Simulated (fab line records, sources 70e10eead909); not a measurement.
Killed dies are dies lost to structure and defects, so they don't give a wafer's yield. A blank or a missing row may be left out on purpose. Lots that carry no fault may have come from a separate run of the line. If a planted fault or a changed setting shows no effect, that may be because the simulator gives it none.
Chamber matching -- flow nandHarc -- aldMetal-02 running NHARC_A_BLC_ALD_23: 4 sister chambers
The step deposits TiN, target thk 3 nm, pulse time 1 s, ald cycles 150. 4 wafers are shown with their chamber, then 7 later ones without.

WAFERS PAIRED WITH THEIR CHAMBERS
wafer,chamber,heaterPowerW (W)
L270.1,2,1092
L276.4,1,979
L280.3,3,1207
L280.4,0,1112

WAFERS WITHOUT THEIR CHAMBER
wafer,heaterPowerW (W)
L280.6,929
L279.3,1123
L279.4,976
L279.5,1092
L287.3,1095
L287.4,1114
L287.6,968

WHICH CHAMBER EACH ONE RAN IN
wafer,from the rows above,in truth
L280.6,1,1
L279.3,can't be placed: 0 or 2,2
L279.4,1,1
L279.5,can't be placed: 2 or 0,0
L287.3,can't be placed: 2 or 0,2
L287.4,can't be placed: 0 or 2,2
L287.6,1,1
3 of 7 placed correctly. Unplaceable from these rows: 4, with the true chamber sitting among the candidates in 4. Placed wrongly: 0.
How it was worked out, from the rows above alone: a wafer's distance from a chamber is the root of the sum, over the readings, of the square of ((its reading less the chamber's mean) divided by the reading's scatter). If the next closest chamber is less than 2 further off than the closest, the wafer can't be placed; otherwise it belongs to the closest. For every chamber, the mean is computed from those of its wafers that are shown. The scatter (one wafer shown for each chamber): square how far every hidden wafer sits from the nearest shown wafer, average those squares and take the square root.
